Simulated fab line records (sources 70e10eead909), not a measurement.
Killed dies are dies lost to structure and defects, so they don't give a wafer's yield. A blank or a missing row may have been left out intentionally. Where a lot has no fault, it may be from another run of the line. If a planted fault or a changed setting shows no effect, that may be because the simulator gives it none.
Matching of chambers | flow nandHarc | 4 sister chambers for NHARC_A_STAIRCASE_ETCH_253 on rieDiel-04
The step etches the open film in C4F8/O2, target depth 50 nm, time 20.2 s. 4 wafers are shown with their chamber, then 9 later ones without.

WAFERS WITH THEIR CHAMBER
wafer  | chamber | rfVppV (V)
L080.4 | 1       | 894.9
L080.6 | 2       | 888.0
L084.5 | 0       | 895.7
L084.6 | 3       | 888.4

WAFERS WITH NO CHAMBER GIVEN
wafer  | rfVppV (V)
L090.1 | 889.5
L090.4 | 895.4
L090.5 | 889.0
L095.1 | 889.0
L095.2 | 892.7
L095.5 | 888.6
L097.1 | 895.6
L097.3 | 894.3
L097.6 | 887.9

WHICH CHAMBER EACH ONE RAN IN
wafer  | from the rows above     | in truth
L090.1 | can't be placed: 3 or 2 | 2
L090.4 | can't be placed: 0 or 1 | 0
L090.5 | can't be placed: 3 or 2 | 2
L095.1 | can't be placed: 3 or 2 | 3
L095.2 | can't be placed: 1 or 0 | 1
L095.5 | can't be placed: 3 or 2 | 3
L097.1 | can't be placed: 0 or 1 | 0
L097.3 | can't be placed: 1 or 0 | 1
L097.6 | can't be placed: 2 or 3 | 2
0 of 9 placed correctly. Not placeable from these rows: 9 (in 9, the candidates include the true chamber). Number placed wrongly: 0.
How it was worked out, from the rows above alone: a wafer's distance from a chamber is the root of the sum, over the readings, of the square of ((its reading less the chamber's mean) divided by the reading's scatter). If the next closest chamber is less than 2 further off than the closest, the wafer can't be placed; otherwise it belongs to the closest. For every chamber, the mean is computed from those of its wafers that are shown. The scatter: root of mean squared gap, hidden wafer to nearest shown wafer, with one shown wafer a chamber.
